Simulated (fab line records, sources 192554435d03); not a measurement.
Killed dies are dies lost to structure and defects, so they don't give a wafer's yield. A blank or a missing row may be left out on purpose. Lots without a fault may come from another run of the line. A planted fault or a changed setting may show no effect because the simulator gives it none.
fab line records | flow n5_finfet | part 2 of 2: steps 41 to 43 of 43
record lots=7 wafers=21 last_day=19
route steps=1938 shown HKMG_FIN@404 BEOL_M4@1111
lots that met no fault: from a run of the same line without faults
start_h: hours from the record's first day to the start of the lot's first wafer shown | wait_h: hours since the lot's step before | " the same as in the row above | L1.1+2: a row that stands for several wafers | - no value, or no start given | * or withheld: withheld | < > ~ a bound
route shown NAME@n: a module of which the file shows steps, and the number in the route of the first | usual: mean/standard deviation of fault-free wafers | same: alike in all rows | chamber/n: place in a boat | sites: the reading at each site | _std_site: their standard deviation | _edge_site: outer sites' mean less inner sites' | radius_mm: how far each site lies from the wafer's centre | mask NAME#n: copy n | behind: the tool/chamber that last shaped the wafer | hold: why the lot was held/for how many hours/how that ended | device: the transistor (n, p or np) that didn't switch | end of line: the same wafers' tests at the end of the route | a step without rows: its recipe alone | killed: dies lost to structure and defects at the first sort, not the wafer's yield | map: a wafer's dies, x killed, . not, _ none there
set.NAME: the setting as run; set.NAME@STEP: as run at that earlier step | model.NAME: the simulator's own value behind a step, which no gauge read
lots at some steps of the route; a table a step, a row a wafer
services: from which hour (start_h, from the record's first day; less than 0 if before it) a tool's chamber was out of use, for how many hours, and why
## steps
# step N5_HKMG_FIN_ETCH_86
# recipe chemistry=N2/H2 target=SOC target_depth_a=3932 stop_on=TiN ion_energy_ev=100 bias_w=61 pressure_mtorr=30 source_w=850 n2_flow_sccm=200 h2_flow_sccm=200
# usual bias_w=61.02/0.19 chamber_pressure_mTorr=30.00/0.036 drypump_motor_current_A=5.8/0.48 oes_product_au=0.76/0.088 rf_vpp_V=240.3/1.2 showerhead_plenum_p_Torr=2.51/0.086 throttle_valve_pct=17.8/0.31
# columns lot.wafer tool chamber start_h wait_h bias_w chamber_pressure_mTorr drypump_motor_current_A oes_product_au rf_hours_counter_h rf_vpp_V showerhead_plenum_p_Torr throttle_valve_pct
L370.2 rie_diel-04 2 79.52 - 61.18 30.00 5.6 0.74 161 239.6 2.43 18.0
L370.4 " 3 " " 61.03 30.00 5.2 0.73 197 240.0 2.41 17.6
L370.5 " 0 " " 60.71 30.06 6.0 0.78 - 240.6 2.57 18.2
L374.2 rie_diel-03 1 103.08 - 61.25 30.05 5.2 0.70 227 241.6 2.62 17.9
L374.5 " 1 " " 61.24 29.95 5.2 0.70 - 242.4 2.62 17.9
L374.6 " 2 " " 61.20 29.97 5.3 0.79 - 239.7 2.46 17.5
L386.1 rie_diel-04 0 175.01 - 61.08 29.97 6.0 0.76 130 240.3 2.55 18.3
L386.2 " 2 " " 60.84 29.95 5.6 0.72 182 239.2 2.42 18.0
L386.6 " 2 " " 60.92 29.99 5.6 0.71 - 238.3 2.42 18.1
L387.3 rie_diel-03 2 178.99 - 61.14 29.98 5.3 0.77 120 241.6 2.45 17.5
L387.4 " 1 " " 61.00 29.95 5.2 0.69 250 242.8 2.61 17.9
L387.5 " 2 " " 60.89 30.02 5.3 0.78 - 239.7 2.45 17.5
L388.3 rie_diel-01 1 187.50 - 60.43 30.03 5.8 0.89 27 240.1 2.49 17.7
L388.4 " 3 " " 60.91 29.97 5.9 0.91 34 239.9 2.46 17.2
L388.5 " 0 " " 60.98 29.96 6.4 0.71 - 242.0 2.62 18.0
L392.1 rie_diel-03 0 216.40 - 60.99 30.00 5.6 0.67 240 238.4 2.42 18.0
L392.3 " 1 " " 61.07 30.07 5.2 0.96 5 241.2 2.61 17.4
L392.6 " 0 " " 60.73 30.05 5.6 0.67 - 240.0 2.42 18.0
L393.1 rie_diel-03 2 217.60 - 61.01 29.99 5.3 0.76 138 239.7 2.44 17.5
L393.4 " 2 " " 61.11 29.99 5.3 0.76 - 239.3 2.44 17.5
L393.5 " 0 " " 61.09 30.01 5.6 0.67 - 237.9 2.42 18.0
# step N5_HKMG_FIN_STRIP_89
# recipe chemistry=N2/H2 material=SOC time_s=20 power_w=500 temp_c=40 pressure_mtorr=50 rf_frequency_hz=6e+07 bias_power_w=8 h2_frac=0.5 n2_flow_sccm=300 h2_flow_sccm=300
# step N5_BEOL_M4_RC_MEAS_101
# usual DIBL_N=35.8/1.7 DIBL_P=35.3/2 EOT_P=10.49/0.094 IGATE_P=0.0036/0.00053 IOFF_N=0.150/0.026 IOFF_N_85C=3.0/0.44 IOFF_N_LIN=0.070/0.0098 IOFF_N_LONG=5.58e-05/2.1e-06 IOFF_P=0.194/0.029 IOFF_P_85C=3.4/0.42 IOFF_P_LIN=0.093/0.011 IOFF_P_LONG=0.000102/8.2e-06 ION_N=667/11 ION_P=456/7.1 SS_N=71.4/0.65 SS_P=73.1/0.64 VT_N=251/3 VT_N_LONG=274.4/2.1 VT_N_LVT=99/3.1 VT_P=-252/3.2 VT_P_LONG=-276.3/2.6 VT_P_LVT=-99.8/2.3
# columns lot.wafer tool chamber start_h wait_h DIBL_N[mV/V] DIBL_P[mV/V] EOT_P IGATE_P[nA/um] IOFF_N[nA/um] IOFF_N_85C[nA/um] IOFF_N_LIN[nA/um] IOFF_N_LONG[nA/um] IOFF_P[nA/um] IOFF_P_85C[nA/um] IOFF_P_LIN[nA/um] IOFF_P_LONG[nA/um] ION_N[uA/um] ION_P[uA/um] SS_N[mV/dec] SS_P[mV/dec] VT_N[mV] VT_N_LONG[mV] VT_N_LVT[mV] VT_P[mV] VT_P_LONG[mV] VT_P_LVT[mV]
L370.2 prober-01 0 210.04 0.2 36.3 37.0 10.53 0.0037 0.139 2.7 0.065 5.29e-05 0.193 3.4 0.090 9.6e-05 659 454 70.9 72.5 255 277.7 99 -252 -278.1 -99.6
L370.4 " 0 " " 36.9 38.1 10.61 0.0029 0.167 3.2 0.078 5.36e-05 0.215 3.7 0.098 9.6e-05 672 456 72.6 73.2 248 277.9 95 -252 -277.9 -97.2
L370.5 " 0 " " 35.6 36.1 10.45 0.0031 0.132 2.6 0.063 5.36e-05 0.178 3.2 0.085 9.5e-05 655 449 71.1 72.9 253 278.0 100 -255 -278.8 -99.9
L374.2 prober-02 0 244.41 0.2 37.8 36.6 10.49 0.0038 0.176 3.4 0.081 5.66e-05 0.210 3.7 0.097 9.7e-05 681 463 71.4 73.4 250 277.5 92 -248 -277.2 -95.8
L374.5 " 0 " " 37.0 35.5 10.70 0.0028 0.159 3.1 0.074 5.51e-05 0.197 3.5 0.093 9.7e-05 662 454 71.0 72.3 248 276.2 94 -251 -276.7 -97.5
L374.6 " 0 " " 37.0 36.2 10.51 0.0034 0.160 3.1 0.075 5.59e-05 0.199 3.6 0.093 9.8e-05 673 455 72.0 73.4 251 274.7 96 -251 -276.5 -97.0
L386.1 prober-01 0 313.28 0.0 35.2 34.2 10.82 0.0007 0.000 0.0 0.000 4.03e-05 4.050 43.3 1.948 0.00113 140 556 71.9 73.0 509 516.5 361 -165 -200.8 -14.3
L386.2 " 0 " " 34.7 34.4 10.90 0.0006 0.000 0.0 0.000 3.91e-05 4.091 43.9 1.995 0.001171 143 568 71.2 72.9 510 519.6 359 -165 -198.8 -13.7
L386.6 " 0 " " 37.3 37.9 10.87 0.0006 0.000 0.0 0.000 3.83e-05 5.300 53.9 2.365 0.001133 140 564 71.8 73.9 506 521.9 360 -161 -201.8 -10.9
L388.3 prober-02 0 327.51 0.3 37.2 38.2 10.79 0.0007 0.000 0.0 0.000 3.85e-05 4.582 48.8 2.084 0.001041 148 568 72.0 73.6 512 525.9 353 -166 -203.6 -13.3
L388.4 " 0 " " 35.3 35.5 10.80 0.0007 0.000 0.0 0.000 3.88e-05 3.719 41.2 1.796 0.001043 146 565 72.2 74.0 511 515.2 359 -168 -202.8 -15.4
L388.5 " 0 " " 36.5 36.8 10.67 0.0008 0.000 0.0 0.000 3.89e-05 4.353 46.2 1.976 0.001027 146 556 72.0 73.8 511 516.2 359 -166 -204.1 -13.4
L387.3 prober-01 0 328.23 0.5 39.4 38.0 10.93 0.0006 0.000 0.0 0.000 4.05e-05 4.889 51.2 2.286 0.00112 160 577 71.7 74.1 502 519.7 349 -163 -202.0 -10.3
L387.4 " 0 " " 36.6 36.6 10.96 0.0005 0.000 0.0 0.000 3.9e-05 4.411 47.6 2.145 0.001095 152 565 70.9 73.1 506 521.5 353 -166 -202.9 -11.1
L387.5 " 0 " " 35.1 34.2 11.01 0.0005 0.000 0.0 0.000 3.93e-05 3.852 42.0 1.954 0.001133 155 569 71.0 72.7 507 514.5 353 -165 -200.6 -12.5
L392.1 prober-02 0 347.58 0.0 36.7 35.5 10.50 0.0034 0.155 3.1 0.075 5.69e-05 0.222 3.8 0.105 0.000104 672 466 71.4 73.3 251 275.2 99 -249 -275.6 -99.2
L392.3 " 0 " " 37.9 36.6 10.37 0.0041 0.179 3.5 0.082 5.66e-05 0.236 4.1 0.110 0.0001 676 468 71.4 74.4 248 272.5 96 -250 -275.8 -98.6
L392.6 " 0 " " 38.9 37.1 10.66 0.0031 0.201 3.9 0.089 5.77e-05 0.247 4.2 0.112 0.000106 681 461 71.9 73.6 247 274.9 95 -248 -274.7 -98.0
L393.1 prober-02 0 349.42 0.0 37.4 38.4 10.38 0.0042 0.191 3.7 0.086 5.55e-05 0.199 3.6 0.090 8.7e-05 681 451 71.3 74.2 247 274.0 92 -255 -279.9 -98.7
L393.4 " 0 " " 38.1 39.3 10.48 0.0039 0.192 3.8 0.087 5.51e-05 0.207 3.7 0.093 8.9e-05 677 453 72.0 74.2 247 275.1 94 -252 -282.3 -98.7
L393.5 " 0 " " 34.7 35.7 10.46 0.0035 0.144 2.9 0.068 5.57e-05 0.164 3.0 0.079 8.6e-05 666 447 71.4 73.0 248 275.1 97 -255 -282.1 -101.2
## services
# columns tool chamber start_h hours kind
rie_diel-01 3 67.27 - clean
thermal_cvd_si-02 1 80.29 16.4 repair
rie_diel-03 3 86.91 5.4 repair
rie_diel-01 0 100.51 13.7 repair
thermal_cvd_si-01 0 104.11 17.0 repair
rie_diel-04 2 110.41 45.9 repair
rie_diel-04 - 115.75 0.4 repair
rie_diel-04 1 156.64 - clean
rie_diel-04 1 156.64 - consumable_replace:focus_ring
rie_diel-04 1 156.64 21.8 scheduled_down
rie_diel-04 1 156.64 21.8 vent_cycle
rie_diel-04 0 159.67 9.2 repair
rie_diel-04 3 166.89 6.3 repair
rie_diel-03 1 182.04 - clean
rie_diel-03 1 182.04 - consumable_replace:focus_ring
rie_diel-03 1 182.04 21.0 scheduled_down
rie_diel-03 1 182.04 21.0 vent_cycle
thermal_cvd_si-01 - 183.47 6.1 pm
rie_diel-01 2 196.01 16.2 repair
rie_diel-04 3 217.41 - clean
rie_diel-04 3 217.41 - consumable_replace:focus_ring
rie_diel-04 3 217.41 - consumable_replace:showerhead
rie_diel-04 3 217.41 30.8 scheduled_down
rie_diel-04 3 217.41 30.8 vent_cycle
## key
first_sign step=N5_HKMG_FIN_WET_ETCH_65 reading=tool_record direction=missing
effect step=N5_BEOL_M4_RC_MEAS_101 reading=IOFF_P_LIN direction=up sigmas=99+ usual=0.093 struck=2.061
effect step=N5_BEOL_M4_RC_MEAS_101 reading=IOFF_P direction=up sigmas=99+ usual=0.194 struck=4.361
effect step=N5_BEOL_M4_RC_MEAS_101 reading=IOFF_P_LONG direction=up sigmas=99+ usual=0.000102 struck=0.001099
effect step=N5_BEOL_M4_RC_MEAS_101 reading=VT_N_LONG direction=up sigmas=99+ usual=274.4 struck=519.0
effect step=N5_BEOL_M4_RC_MEAS_101 reading=IOFF_P_85C direction=up sigmas=99+ usual=3.4 struck=46.4
effect step=N5_BEOL_M4_RC_MEAS_101 reading=VT_N direction=up sigmas=85 usual=251 struck=508
effect step=N5_BEOL_M4_RC_MEAS_101 reading=VT_N_LVT direction=up sigmas=84 usual=99 struck=356
effect step=N5_BEOL_M4_RC_MEAS_101 reading=ION_N direction=down sigmas=48 usual=667 struck=148
effect step=N5_BEOL_M4_RC_MEAS_101 reading=VT_P_LVT direction=up sigmas=37 usual=-99.8 struck=-12.8
effect step=N5_BEOL_M4_RC_MEAS_101 reading=VT_P_LONG direction=up sigmas=29 usual=-276.3 struck=-201.9
effect step=N5_BEOL_M4_RC_MEAS_101 reading=VT_P direction=up sigmas=27 usual=-252 struck=-165
effect step=N5_BEOL_M4_RC_MEAS_101 reading=ION_P direction=up sigmas=15 usual=456 struck=565
model_effect step=N5_HKMG_FIN_WET_ETCH_65 value=a-Si_of_HKMG_FIN_CVD_62.thk_nm without=0 struck=3.022
met_at N5_HKMG_FIN_WET_ETCH_65
struck_wafers L386.1,L386.2,L386.6,L387.3,L387.4,L387.5,L388.3,L388.4,L388.5
sort_left_out L386.1,L386.2,L386.6,L387.3,L387.4,L387.5,L388.3,L388.4,L388.5
onset_between 76.75 172.15
fault kind=skipped_step_whole tool=wet_bench-01,wet_bench-02 chamber=- onset_h=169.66 steps=N5_HKMG_FIN_WET_ETCH_65 scope=struck_lots_only
# sort_left_out: the simulated sort isn't trusted on such a fault, so these wafers' sort isn't shown, and their yield isn't known
